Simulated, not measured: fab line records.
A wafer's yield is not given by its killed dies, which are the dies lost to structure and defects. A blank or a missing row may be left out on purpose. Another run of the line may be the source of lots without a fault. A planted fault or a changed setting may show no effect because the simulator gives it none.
Matching of chambers + flow nand harc + 4 sister chambers for NHARC_A_M0_DESCUM_14 on rie diel-08
The step chemistry O2, time 3 s. 8 wafers are shown with their chamber, then 8 later ones without.

## EACH WAFER AND ITS CHAMBER
| wafer  | chamber | showerhead plenum p Torr (Torr) | drypump motor current A (A) |
|--------|---------|---------------------------------|-----------------------------|
| L076.6 | 2       | 1.78                            | 5.9                         |
| L080.2 | 2       | 1.78                            | 5.9                         |
| L080.3 | 1       | 1.81                            | 6.0                         |
| L080.4 | 3       | 1.79                            | 5.4                         |
| L085.4 | 3       | 1.79                            | 5.4                         |
| L085.5 | 1       | 1.80                            | 6.1                         |
| L085.6 | 0       | 1.77                            | 6.0                         |
| L089.1 | 0       | 1.77                            | 5.9                         |

## WAFERS WITH NO CHAMBER GIVEN
| wafer  | showerhead plenum p Torr (Torr) | drypump motor current A (A) |
|--------|---------------------------------|-----------------------------|
| L089.4 | 1.78                            | 5.9                         |
| L089.6 | 1.80                            | 6.1                         |
| L090.3 | 1.79                            | 5.4                         |
| L090.5 | 1.79                            | 5.4                         |
| L090.6 | 1.77                            | 5.9                         |
| L092.3 | 1.79                            | 5.4                         |
| L092.4 | 1.77                            | 5.9                         |
| L092.6 | 1.77                            | 5.9                         |

## WHICH CHAMBER EACH ONE RAN IN
| wafer  | from the rows above     | in truth |
|--------|-------------------------|----------|
| L089.4 | 2                       | 2        |
| L089.6 | 1                       | 1        |
| L090.3 | 3                       | 3        |
| L090.5 | 3                       | 3        |
| L090.6 | can't be placed: 0 or 2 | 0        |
| L092.3 | 3                       | 3        |
| L092.4 | can't be placed: 0 or 2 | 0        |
| L092.6 | can't be placed: 0 or 2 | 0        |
5 of 8 placed correctly. From these rows, 3 cannot be placed; in 3 the true chamber is one of the candidates. Placed wrongly: 0.
How it was worked out, from the rows above alone: a wafer's distance from a chamber is the root of the sum, over the readings, of the square of ((its reading less the chamber's mean) divided by the reading's scatter). The wafer belongs to the nearest chamber; if the next one is less than 2 further off, it can't be placed. The mean given for a chamber averages the wafers shown for that chamber. The scatter: take each reading less its chamber's mean, square it, sum over the shown wafers, divide by the number of wafers less the number of chambers, and take the root.
